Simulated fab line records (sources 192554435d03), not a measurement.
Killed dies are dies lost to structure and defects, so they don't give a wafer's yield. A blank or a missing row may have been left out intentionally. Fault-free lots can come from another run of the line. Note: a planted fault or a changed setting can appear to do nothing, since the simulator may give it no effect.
fab line records ; flow n5Finfet
[record] lots = 6; wafers = 18; lastDay = 18
route steps=1938 shown PASSIVATION@1904
lots with no fault: from the same line, run without faults
startH: hours from the record's first day to the start of the lot's first wafer shown ; waitH: hours elapsed since this lot's preceding step ; " identical to the entry in the row above ; L1.1+2: one row covering several wafers at once ; - no value, or no start given ; * or withheld: withheld ; < > ~ a bound
route shown NAME@n: names a module that has steps shown in the file, with the first one's number in the route ; usual: mean/standard deviation of fault-free wafers ; same: alike in all rows ; chamber/n: place in a boat ; sites: each site's reading ; _std_site: standard deviation of those values ; _edge_site: the outer-site mean with the inner-site mean subtracted ; radiusMm: how far each site lies from the wafer's centre ; mask NAME#n: copy n ; behind: the last tool/chamber to shape the wafer ; hold: why the lot was held/for how many hours/how that ended ; device: which transistor (n, p or np) failed to switch ; end of line: tests run on the same wafers once the route is complete ; a step with no rows: only its recipe ; killed: dies lost to structure and defects at the first sort, not the wafer's yield ; map: the dies of a wafer, with x for killed, . for not killed, _ for no die there
set.NAME: the setting as run; set.NAME@STEP: as run at that earlier step ; model.NAME: the simulator's own value behind a step, which no gauge read
lots at selected steps of the route; one table per step, one row per wafer
services: when a tool's chamber went out of use (startH, in hours from the record's first day, below 0 if earlier), for how many hours, and the reason
[[steps]]
[step N5_PASSIVATION_HARDBAKE_31]
[recipe] tempC = 130; timeS = 120
[step N5_PASSIVATION_CD_MEAS_30]
[recipe] targetCdNm = 4000; landingEnergyEv = 500; detector = seInlens; polarity = opening
[usual] cdNm = 3999.2/1.5
[same] landingEnergyEv = 500
lot.wafer;tool;chamber;startH;waitH;cdNm
L433.1;cdSem-02;0;318.60;-;3998.4
L433.4;cdSem-02;0;318.60;-;4000.3
L433.5;cdSem-02;0;318.60;-;3998.3
L438.1;cdSem-02;0;336.58;-;3998.5
L438.4;cdSem-02;0;336.58;-;4001.7
L438.6;cdSem-02;0;336.58;-;3998.6
L439.2;cdSem-01;0;347.37;-;3999.5
L439.3;cdSem-01;0;347.37;-;3999.4
L439.4;cdSem-01;0;347.37;-;3996.8
L441.2;cdSem-03;0;391.69;-;4001.5
L441.4;cdSem-03;0;391.69;-;3996.9
L441.6;cdSem-03;0;391.69;-;3997.6
L447.1;cdSem-03;0;399.83;-;4000.8
L447.3;cdSem-03;0;399.83;-;3999.3
L447.6;cdSem-03;0;399.83;-;3999.1
L450.2;cdSem-03;0;433.59;-;3998.2
L450.3;cdSem-03;0;433.59;-;3999.0
L450.4;cdSem-03;0;433.59;-;3997.8
[step N5_PASSIVATION_OVL_MEAS_63]
[recipe] pointsPerWafer = 44
[usual] PAD_OVL = -3/4.6
lot.wafer;tool;chamber;startH;waitH;PAD_OVL[nm]
L433.1;overlay-02;0;318.63;0.0;-4
L433.4;overlay-02;0;318.63;0.0;2
L433.5;overlay-02;0;318.63;0.0;-3
L438.1;overlay-02;0;336.61;0.0;-4
L438.4;overlay-02;0;336.61;0.0;-6
L438.6;overlay-02;0;336.61;0.0;-7
L439.2;overlay-01;0;347.39;0.0;-5
L439.3;overlay-01;0;347.39;0.0;-2
L439.4;overlay-01;0;347.39;0.0;-2
L441.2;overlay-02;0;391.72;0.0;-2
L441.4;overlay-02;0;391.72;0.0;-1
L441.6;overlay-02;0;391.72;0.0;-2
L447.1;overlay-02;0;399.86;0.0;-4
L447.3;overlay-02;0;399.86;0.0;-5
L447.6;overlay-02;0;399.86;0.0;-5
L450.2;overlay-01;0;433.62;0.0;4
L450.3;overlay-01;0;433.62;0.0;1
L450.4;overlay-01;0;433.62;0.0;-2
[step N5_PASSIVATION_INSPECT_64]
[recipe] mode = adi; inspectInstrument = macro
[usual] rawDefectCount = 2.0/1.5
lot.wafer;tool;chamber;startH;waitH;rawDefectCount
L433.1;defectInspect-02;-;318.65;0.0;0
L433.4;defectInspect-02;-;318.65;0.0;1
L433.5;defectInspect-02;-;318.65;0.0;1
L438.1;defectInspect-01;-;336.64;0.0;4
L438.4;defectInspect-01;-;336.64;0.0;0
L438.6;defectInspect-01;-;336.64;0.0;7
L439.2;defectInspect-01;-;347.42;0.0;0
L439.3;defectInspect-01;-;347.42;0.0;0
L439.4;defectInspect-01;-;347.42;0.0;2
L441.2;defectInspect-01;-;391.74;0.0;3
L441.4;defectInspect-01;-;391.74;0.0;2
L441.6;defectInspect-01;-;391.74;0.0;3
L447.1;defectInspect-01;-;399.88;0.0;0
L447.3;defectInspect-01;-;399.88;0.0;0
L447.6;defectInspect-01;-;399.88;0.0;4
L450.2;defectInspect-02;-;433.64;0.0;4
L450.3;defectInspect-02;-;433.64;0.0;4
L450.4;defectInspect-02;-;433.64;0.0;1
[step N5_PASSIVATION_DESCUM_32]
[recipe] chemistry = O2; timeS = 7.9; sourcePowerW = 50; biasPowerW = 20; pressureMtorr = 20; rfFrequencyHz = 2.712e+07; tempC = 40; o2FlowSccm = 225
[usual] drypumpMotorCurrentA = 5.7/0.52; oesProductAu = 0.83/0.072; rfVppV = 243.4/1.5; showerheadPlenumPTorr = 2.11/0.086; throttleValvePct = 20.30/0.27
[same] timeS = 7.9
lot.wafer;tool;chamber;startH;waitH;drypumpMotorCurrentA;oesProductAu;rfHoursCounterH;rfVppV;showerheadPlenumPTorr;throttleValvePct
L433.1;rieDiel-02;3;318.69;0.0;6.5;0.99;1;245.2;2.21;19.68
L433.4;rieDiel-02;0;318.69;0.0;5.6;0.68;240;240.6;1.98;20.58
L433.5;rieDiel-02;0;318.69;0.0;5.6;0.68;-;242.0;1.98;20.60
L438.1;rieDiel-01;3;336.72;0.1;6.1;0.84;70;243.3;2.05;20.62
L438.4;rieDiel-01;1;336.72;0.1;6.7;0.84;63;241.6;2.03;20.53
L438.6;rieDiel-01;0;336.72;0.1;6.0;0.73;-;242.5;2.07;20.34
L439.2;rieDiel-01;2;347.45;0.0;5.1;0.87;61;242.8;2.04;20.01
L439.3;rieDiel-01;1;347.45;0.0;6.7;0.85;67;241.1;2.03;20.52
L439.4;rieDiel-01;0;347.45;0.0;6.0;0.73;179;244.0;2.06;20.35
L441.2;rieDiel-01;0;391.77;0.0;6.0;0.72;194;244.4;2.06;20.38
L441.4;rieDiel-01;2;391.77;0.0;5.1;0.84;75;242.5;2.03;20.04
L441.6;rieDiel-01;3;391.77;0.0;6.1;0.81;-;242.7;2.05;20.64
L447.1;rieDiel-02;3;399.92;0.0;6.5;0.90;28;245.2;2.20;19.75
L447.3;rieDiel-02;2;399.92;0.0;5.4;0.82;91;245.3;2.21;20.45
L447.6;rieDiel-02;3;399.92;0.0;6.6;0.91;-;244.7;2.20;19.75
L450.2;rieDiel-01;0;433.68;0.0;6.0;0.71;210;242.6;2.05;20.42
L450.3;rieDiel-01;2;433.68;0.0;5.1;0.83;92;242.2;2.03;20.03
L450.4;rieDiel-01;2;433.68;0.0;5.2;0.83;-;242.6;2.03;20.06
[step N5_PASSIVATION_AL_ETCH_33]
[recipe] chemistry = Cl2/BCl3; targetDepthA = 28000; overEtchFrac = 0.15; Cl2_flow_sccm = 180; bcl3FlowSccm = 60; target = Al; stopOn = TaN; timeS = 466.7; ionEnergyEv = 100; pressureMtorr = 10; icpW = 900; biasW = 100
[step N5_PASSIVATION_ETCH_59]
[recipe] chemistry = Cl2/BCl3; target = TaN; targetDepthA = 650; timeS = 34.9; ionEnergyEv = 100; pressureMtorr = 10; icpW = 900; biasW = 100; Cl2_flow_sccm = 60; bcl3FlowSccm = 30
[step N5_PASSIVATION_STRIP_34]
[recipe] chemistry = O2; powerW = 600; tempC = 60; pressureMtorr = 30; rfFrequencyHz = 6e+07; biasPowerW = 0; overashFraction = 2; o2FlowSccm = 225
[usual] drypumpMotorCurrentA = 5.7/0.53; oesProductAu = 0.82/0.066; rfVppV = 3.7/1.6; showerheadPlenumPTorr = 2.10/0.078; throttleValvePct = 16.59/0.23
lot.wafer;tool;chamber;startH;waitH;drypumpMotorCurrentA;oesProductAu;rfHoursCounterH;rfVppV;showerheadPlenumPTorr;throttleValvePct
L433.1;rieDiel-01;0;319.29;0.1;6.0;0.75;170;4.4;2.07;16.62
L433.4;rieDiel-01;2;319.29;0.1;5.1;0.90;51;5.4;2.05;16.27
L433.5;rieDiel-01;1;319.29;0.1;6.7;0.86;-;0.3;2.04;16.72
L438.1;rieDiel-01;3;337.86;0.2;6.1;0.84;71;4.8;2.06;16.79
L438.4;rieDiel-01;0;337.86;0.2;6.0;0.72;176;3.2;2.07;16.65
L438.6;rieDiel-01;2;337.86;0.2;5.1;0.87;-;3.4;2.05;16.30
L439.2;rieDiel-02;3;348.55;0.1;6.6;0.96;9;4.2;2.21;16.03
L439.3;rieDiel-02;2;348.55;0.1;5.4;0.83;72;3.5;2.22;16.70
L439.4;rieDiel-02;0;348.55;0.1;5.6;0.67;248;6.1;1.98;16.88
L441.2;rieDiel-01;2;392.38;0.1;5.1;0.82;75;4.2;2.04;16.27
L441.4;rieDiel-01;3;392.38;0.1;6.1;0.80;89;0.5;2.05;16.80
L441.6;rieDiel-01;2;392.38;0.1;5.1;0.86;-;1.7;2.04;16.30
L447.1;rieDiel-02;2;400.52;0.1;5.4;0.81;91;6.3;2.21;16.71
L447.3;rieDiel-02;1;400.52;0.1;5.4;0.85;53;7.1;2.21;16.40
L447.6;rieDiel-02;0;400.52;0.1;5.6;0.92;-;2.4;2.24;16.51
L450.2;rieDiel-02;3;434.28;0.1;6.5;0.87;40;5.3;2.20;16.08
L450.3;rieDiel-02;2;434.28;0.1;5.4;0.76;104;5.2;2.21;16.67
L450.4;rieDiel-02;0;434.28;0.1;5.6;0.88;23;1.9;2.23;16.50
[step N5_PASSIVATION_STRIP_51]
[recipe] chemistry = postEtchResidueRemover; timeS = 1200; tempC = 72.5
[step N5_PASSIVATION_CLEAN_69]
[recipe] chemistry = IPA; timeS = 180; tempC = 25
[step N5_PASSIVATION_SRD_70]
[recipe] dry = ipaMarangoni; timeS = 30; tempC = 23; rinseLiquid = diw
[step N5_PASSIVATION_PECVD_53]
[recipe] material = SiO2; targetThkA = 8000; tempC = 400; precursor = TEOS/O2; pressureTorr = 6.5; rfW = withheld; teosFlowSccm = withheld; gas = O2; flowSccm = 2650; timeS = 169.4
[step N5_PASSIVATION_PECVD_35]
[recipe] material = SiNx; targetThkA = 7000; tempC = 400; precursor = SiH4/NH3/N2; pressureTorr = 4.9; rfW = 1406; timeS = 151.3
[usual] heaterPowerW = 404/59; runLengthS = 195.5/0.44; showerheadPlenumPTorr = 8.69/0.064; throttleValvePct = 29/3.1
lot.wafer;tool;chamber;startH;waitH;heaterPowerW;runLengthS;showerheadPlenumPTorr;throttleValvePct;model.SiNx_of_PASSIVATION_PECVD_35.thkNm
L433.1;pecvd-01;2;320.02;0.1;385;195.2;8.71;25;702.4
L433.4;pecvd-01;2;320.02;0.1;270;195.1;8.71;25;710.6
L433.5;pecvd-01;1;320.02;0.1;325;195.0;8.63;27;706.4
L438.1;pecvd-02;1;338.53;0.1;390;196.7;8.78;29;689.8
L438.4;pecvd-02;1;338.53;0.1;442;196.3;8.76;29;709.8
L438.6;pecvd-02;2;338.53;0.1;412;196.2;8.76;30;696.8
L439.2;pecvd-01;1;349.16;0.1;403;194.8;8.62;27;682
L439.3;pecvd-01;2;349.16;0.1;381;195.3;8.72;25;696.6
L439.4;pecvd-01;1;349.16;0.1;451;195.3;8.64;27;704.4
L441.2;pecvd-01;1;392.99;0.1;449;114.7;8.63;28;318
L441.4;pecvd-01;2;392.99;0.1;406;195.9;8.71;25;706
L441.6;pecvd-01;0;392.99;0.1;492;196.3;8.77;32;712.4
L447.1;pecvd-01;2;401.14;0.1;357;195.6;8.70;25;694.6
L447.3;pecvd-01;1;401.14;0.1;385;114.9;8.64;28;313.4
L447.6;pecvd-01;0;401.14;0.1;498;196.0;8.79;32;705.4
L450.2;pecvd-04;1;435.29;0.1;289;195.7;8.66;30;690.8
L450.3;pecvd-04;2;435.29;0.1;405;195.0;8.61;28;705
L450.4;pecvd-04;2;435.29;0.1;444;195.0;8.57;27;712.2
[step N5_PASSIVATION_HMDS_37]
[recipe] timeS = 60; tempC = 120
[step N5_PASSIVATION_COAT_38]
[recipe] spinRpm = 3000; resistThkNm = withheld
[step N5_PASSIVATION_EBR_40]
[recipe] solvent = PGMEA; ebrWidthMm = 1.5
[step N5_PASSIVATION_SOFTBAKE_39]
[recipe] tempC = 110; timeS = 120
[step N5_PASSIVATION_EXPOSE_41]
[recipe] maskId = PASS_OPEN; na = 0.55; defocusNm = 0; sourceShape = conventional; sigmaOuter = 0.8; polarization = unpolarized; targetCdNm = 40000; doseMj = 57.25
[step N5_PASSIVATION_PEB_42]
[recipe] pebTempC = withheld; pebTimeS = *
[step N5_PASSIVATION_DEVELOP_43]
[recipe] developTimeS = 60; rinseLiquid = diw; dry = airSpin; devTempC = 21
[step N5_PASSIVATION_HARDBAKE_45]
[recipe] tempC = 130; timeS = 120
[step N5_PASSIVATION_CD_MEAS_44]
[recipe] targetCdNm = 40000; landingEnergyEv = 500; detector = seInlens
[usual] cdNm = 40002/3.7
[same] landingEnergyEv = 500
lot.wafer;tool;chamber;startH;waitH;cdNm
L433.1;cdSem-01;0;320.63;-;40008
L433.4;cdSem-01;0;320.63;-;40004
L433.5;cdSem-01;0;320.63;-;40011
L438.1;cdSem-01;0;339.15;-;40001
L438.4;cdSem-01;0;339.15;-;40004
L438.6;cdSem-01;0;339.15;-;40002
L439.2;cdSem-01;0;349.61;-;39996
L439.3;cdSem-01;0;349.61;-;40002
L439.4;cdSem-01;0;349.61;-;39996
L441.2;cdSem-03;0;393.43;-;40003
L441.4;cdSem-03;0;393.43;-;40004
L441.6;cdSem-03;0;393.43;-;40001
L447.1;cdSem-01;0;401.57;-;39997
L447.3;cdSem-01;0;401.57;-;39999
L447.6;cdSem-01;0;401.57;-;40001
L450.2;cdSem-03;0;435.73;-;40001
L450.3;cdSem-03;0;435.73;-;40006
L450.4;cdSem-03;0;435.73;-;40008
[step N5_PASSIVATION_OVL_MEAS_66]
[recipe] pointsPerWafer = 44
[usual] PASS_OPEN_OVL = -5/6.7
lot.wafer;tool;chamber;startH;waitH;PASS_OPEN_OVL[nm]
L433.1;overlay-02;0;320.66;0.0;4
L433.4;overlay-02;0;320.66;0.0;-8
L433.5;overlay-02;0;320.66;0.0;-11
L438.1;overlay-01;0;339.18;0.0;-8
L438.4;overlay-01;0;339.18;0.0;-8
L438.6;overlay-01;0;339.18;0.0;-8
L439.2;overlay-01;0;349.63;0.0;-11
L439.3;overlay-01;0;349.63;0.0;-3
L439.4;overlay-01;0;349.63;0.0;-14
L441.2;overlay-01;0;393.46;0.0;4
L441.4;overlay-01;0;393.46;0.0;0
L441.6;overlay-01;0;393.46;0.0;-4
L447.1;overlay-02;0;401.62;0.0;-11
L447.3;overlay-02;0;401.62;0.0;-8
L447.6;overlay-02;0;401.62;0.0;0
L450.2;overlay-02;0;435.76;0.0;-7
L450.3;overlay-02;0;435.76;0.0;-15
L450.4;overlay-02;0;435.76;0.0;-12
[step N5_PASSIVATION_INSPECT_67]
[recipe] mode = adi; inspectInstrument = macro
[usual] rawDefectCount = 2.0/1.4
lot.wafer;tool;chamber;startH;waitH;rawDefectCount
L433.1;defectInspect-01;-;320.68;0.0;1
L433.4;defectInspect-01;-;320.68;0.0;4
L433.5;defectInspect-01;-;320.68;0.0;4
L438.1;defectInspect-01;-;339.20;0.0;2
L438.4;defectInspect-01;-;339.20;0.0;1
L438.6;defectInspect-01;-;339.20;0.0;1
L439.2;defectInspect-01;-;349.66;0.0;2
L439.3;defectInspect-01;-;349.66;0.0;3
L439.4;defectInspect-01;-;349.66;0.0;4
L441.2;defectInspect-01;-;393.48;0.0;1
L441.4;defectInspect-01;-;393.48;0.0;3
L441.6;defectInspect-01;-;393.48;0.0;2
L447.1;defectInspect-02;-;401.64;0.0;2
L447.3;defectInspect-02;-;401.64;0.0;1
L447.6;defectInspect-02;-;401.64;0.0;1
L450.2;defectInspect-02;-;435.78;0.0;3
L450.3;defectInspect-02;-;435.78;0.0;4
L450.4;defectInspect-02;-;435.78;0.0;2
[step N5_PASSIVATION_DESCUM_46]
[recipe] chemistry = O2; timeS = 7.9; sourcePowerW = 50; biasPowerW = 20; pressureMtorr = 20; rfFrequencyHz = 2.712e+07; tempC = 40; o2FlowSccm = 225
[usual] drypumpMotorCurrentA = 5.6/0.51; oesProductAu = 0.84/0.069; rfVppV = 243.7/1.7; showerheadPlenumPTorr = 2.13/0.087; throttleValvePct = 20.31/0.26
[same] timeS = 7.9
lot.wafer;tool;chamber;startH;waitH;drypumpMotorCurrentA;oesProductAu;rfHoursCounterH;rfVppV;showerheadPlenumPTorr;throttleValvePct
L433.1;rieDiel-06;2;320.72;0.0;5.5;0.79;104;243.1;2.11;20.74
L433.4;rieDiel-06;0;320.72;0.0;5.6;0.89;51;244.0;2.23;20.36
L433.5;rieDiel-06;3;320.72;0.0;5.2;0.84;-;243.4;2.04;20.15
L438.1;rieDiel-06;0;339.23;0.0;5.5;0.87;57;245.5;2.22;20.39
L438.4;rieDiel-06;3;339.23;0.0;5.3;0.84;71;242.7;2.04;20.14
L438.6;rieDiel-06;1;339.23;0.0;4.9;0.75;-;241.6;2.09;20.28
L439.2;rieDiel-02;0;349.82;0.2;5.6;0.67;248;241.9;1.97;20.62
L439.3;rieDiel-02;3;349.82;0.2;6.6;0.95;9;245.8;2.21;19.71
L439.4;rieDiel-02;2;349.82;0.2;5.4;0.85;72;244.2;2.22;20.43
L441.2;rieDiel-01;2;393.52;0.0;5.1;0.84;76;241.2;2.03;20.03
L441.4;rieDiel-01;3;393.52;0.0;6.1;0.81;89;241.2;2.05;20.63
L441.6;rieDiel-01;1;393.52;0.0;6.7;0.83;-;241.9;2.03;20.56
L447.1;rieDiel-02;1;401.68;0.0;5.4;0.86;53;244.6;2.21;20.20
L447.3;rieDiel-02;0;401.68;0.0;5.5;0.93;11;246.0;2.23;20.29
L447.6;rieDiel-02;2;401.68;0.0;5.4;0.81;-;244.0;2.21;20.45
L450.2;rieDiel-02;0;435.81;0.0;5.6;0.89;24;245.1;2.23;20.30
L450.3;rieDiel-02;1;435.81;0.0;5.4;0.85;66;243.9;2.20;20.23
L450.4;rieDiel-02;3;435.81;0.0;6.5;0.89;41;246.0;2.20;19.76
[step N5_PASSIVATION_PASS_ETCH_47]
[recipe] chemistry = CF4/O2; target = SiNx; targetDepthA = 7700; timeS = 385; ionEnergyEv = 100; pressureMtorr = 40; sourceW = 535; biasW = 49; Ar_flow_sccm = 100; cf4FlowSccm = 100; O2_flow_sccm = 10
[step N5_PASSIVATION_ETCH_54]
[recipe] chemistry = CHF3/O2; target = SiO2; targetDepthA = 8800; CHF3_flow_sccm = 50; O2_flow_sccm = 5; Ar_flow_sccm = 200; timeS = 440; maskMaterial = PR; pressureMtorr = 30; sourceW = 650; biasW = 170; ionEnergyEv = 200
[usual] drypumpMotorCurrentA = 5.6/0.51; oes_o_777_au = 0.83/0.064; oesProductAu = 0.84/0.065; rfVppV = 521/8.6; showerheadPlenumPTorr = 2.45/0.1; throttleValvePct = 18.68/0.24
[same] timeS = 440
lot.wafer;tool;chamber;startH;waitH;drypumpMotorCurrentA;oes_o_777_au;oesProductAu;rfHoursCounterH;rfVppV;showerheadPlenumPTorr;throttleValvePct
L433.1;rieDiel-06;2;320.98;0.1;5.5;0.80;0.79;105;523;2.41;19.05
L433.4;rieDiel-06;0;320.98;0.1;5.5;0.88;0.88;51;504;2.54;18.67
L433.5;rieDiel-06;3;320.98;0.1;5.3;0.86;0.84;-;518;2.35;18.43
L438.1;rieDiel-06;0;339.50;0.1;5.5;0.87;0.86;57;504;2.54;18.70
L438.4;rieDiel-06;3;339.50;0.1;5.3;0.85;0.83;71;517;2.34;18.46
L438.6;rieDiel-06;1;339.50;0.1;4.9;0.75;0.76;-;534;2.41;18.70
L439.2;rieDiel-02;0;350.09;0.1;5.6;0.70;0.68;249;507;2.26;18.90
L439.3;rieDiel-02;3;350.09;0.1;6.5;0.94;0.95;10;521;2.55;18.16
L439.4;rieDiel-02;2;350.09;0.1;5.4;0.83;0.85;72;526;2.54;18.80
L441.2;rieDiel-01;2;393.78;0.1;5.1;0.86;0.84;76;530;2.34;18.36
L441.4;rieDiel-01;3;393.78;0.1;6.0;0.82;0.80;89;517;2.35;18.98
L441.6;rieDiel-01;1;393.78;0.1;6.7;0.82;0.82;-;515;2.34;18.92
L447.1;rieDiel-02;1;401.94;0.1;5.4;0.84;0.86;53;528;2.56;18.66
L447.3;rieDiel-02;0;401.94;0.1;5.6;0.93;0.92;11;514;2.54;18.53
L447.6;rieDiel-02;2;401.94;0.1;5.4;0.81;0.82;-;526;2.54;18.84
L450.2;rieDiel-02;0;436.08;0.1;5.6;0.89;0.88;24;514;2.54;18.54
L450.3;rieDiel-02;1;436.08;0.1;5.4;0.82;0.84;66;530;2.55;18.68
L450.4;rieDiel-02;3;436.08;0.1;6.6;0.87;0.88;41;521;2.54;18.23
[step N5_PASSIVATION_STRIP_48]
[recipe] chemistry = O2; powerW = 600; tempC = 60; pressureMtorr = 30; rfFrequencyHz = 6e+07; biasPowerW = 0; overashFraction = 0.5; o2FlowSccm = 225
[usual] drypumpMotorCurrentA = 5.6/0.51; oesProductAu = 0.84/0.07; rfVppV = 3.6/2.4; showerheadPlenumPTorr = 2.13/0.087; throttleValvePct = 16.54/0.25
lot.wafer;tool;chamber;startH;waitH;drypumpMotorCurrentA;oesProductAu;rfHoursCounterH;rfVppV;showerheadPlenumPTorr;throttleValvePct
L433.1;rieDiel-06;2;321.27;0.1;5.5;0.80;105;3.6;2.11;16.95
L433.4;rieDiel-06;0;321.27;0.1;5.6;0.88;52;5.6;2.23;16.60
L433.5;rieDiel-06;3;321.27;0.1;5.3;0.86;-;6.3;2.05;16.38
L438.1;rieDiel-06;0;339.79;0.1;5.6;0.90;57;1.9;2.23;16.55
L438.4;rieDiel-06;3;339.79;0.1;5.3;0.85;71;7.5;2.05;16.33
L438.6;rieDiel-06;1;339.79;0.1;5.0;0.74;-;3.2;2.09;16.49
L439.2;rieDiel-02;0;350.37;0.1;5.6;0.67;249;4.3;1.98;16.90
L439.3;rieDiel-02;3;350.37;0.1;6.6;0.98;10;7.9;2.21;15.95
L439.4;rieDiel-02;2;350.37;0.1;5.4;0.83;72;7.8;2.22;16.63
L441.2;rieDiel-01;2;394.07;0.1;5.2;0.85;76;4.2;2.04;16.32
L441.4;rieDiel-01;3;394.07;0.1;6.1;0.82;89;4.0;2.05;16.86
L441.6;rieDiel-01;1;394.07;0.1;6.8;0.86;-;0.2;2.03;16.77
L447.1;rieDiel-02;1;402.23;0.1;5.4;0.87;53;2.2;2.21;16.41
L447.3;rieDiel-02;0;402.23;0.1;5.5;0.92;11;3.7;2.24;16.46
L447.6;rieDiel-02;2;402.23;0.1;5.3;0.82;-;7.3;2.21;16.63
L450.2;rieDiel-02;0;436.36;0.1;5.6;0.91;24;2.2;2.23;16.51
L450.3;rieDiel-02;1;436.36;0.1;5.3;0.87;67;3.1;2.21;16.45
L450.4;rieDiel-02;3;436.36;0.1;6.5;0.89;41;4.4;2.20;16.10
[step N5_PASSIVATION_STRIP_52]
[recipe] chemistry = postEtchResidueRemover; timeS = 1200; tempC = 72.5
[same] timeS = 1200
lot.wafer;tool;chamber;startH;waitH;model.SiNx_of_PASSIVATION_PECVD_35.thkNm
L433.1;wetBench-02;6;321.34;-;702
L433.4;wetBench-02;0;321.34;-;710.2
L433.5;wetBench-02;5;321.34;-;706
L438.1;wetBench-05;5;339.85;-;689.4
L438.4;wetBench-05;1;339.85;-;709.4
L438.6;wetBench-05;2;339.85;-;696.4
L439.2;wetBench-02;1;350.44;-;681.8
L439.3;wetBench-02;2;350.44;-;696.4
L439.4;wetBench-02;3;350.44;-;704
L441.2;wetBench-03;7;394.13;-;317.6
L441.4;wetBench-03;2;394.13;-;705.6
L441.6;wetBench-03;6;394.13;-;712
L447.1;wetBench-05;0;402.29;-;694.2
L447.3;wetBench-05;3;402.29;-;313.2
L447.6;wetBench-05;7;402.29;-;705
L450.2;wetBench-02;2;436.43;-;690.4
L450.3;wetBench-02;3;436.43;-;704.6
L450.4;wetBench-02;1;436.43;-;712
[step N5_PASSIVATION_CLEAN_71]
[recipe] chemistry = IPA; timeS = 180; tempC = 25
[[services]]
tool;chamber;startH;hours;kind
pecvd-04;-;319.34;11.9;repair
pecvd-02;0;322.80;-;clean
pecvd-02;0;322.80;29.5;scheduledDown
pecvd-02;0;322.80;29.5;ventCycle
rieDiel-06;0;323.70;2.2;repair
pecvd-02;-;326.81;1.8;repair
rieDiel-02;0;353.41;-;clean
rieDiel-02;0;353.41;-;consumableReplace:focusRing
rieDiel-02;0;353.41;-;consumableReplace:showerhead
rieDiel-02;0;353.41;14.4;scheduledDown
rieDiel-02;0;353.41;14.4;ventCycle
pecvd-04;0;378.83;2.1;scheduledDown
pecvd-01;1;403.15;5.5;scheduledDown
pecvd-01;2;434.95;2.1;scheduledDown
[[key]]
[firstSign] step = N5_PASSIVATION_PECVD_35; reading = runLengthS; direction = down; sigmas = 99+; usual = *; struck = *
effect none on later readings
[modelEffect] step = N5_PASSIVATION_PECVD_35; value = SiNx_of_PASSIVATION_PECVD_35.thkNm; without = 683.2; struck = 315.7
[modelEffect] step = N5_PASSIVATION_STRIP_52; value = SiNx_of_PASSIVATION_PECVD_35.thkNm; without = 682.8; struck = 315.4
metAt N5_PASSIVATION_PECVD_35
struckWafers L441.2,L447.3
onsetBetween 349.16 392.99
[fault] kind = processParameterDrift; tool = pecvd-01; chamber = -; onsetH = 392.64; steps = N5_PASSIVATION_PECVD_35; channel = timeS; offset = *; shape = step; endH = 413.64; scope = struckWafersOnly; actsIn = *; stated = *
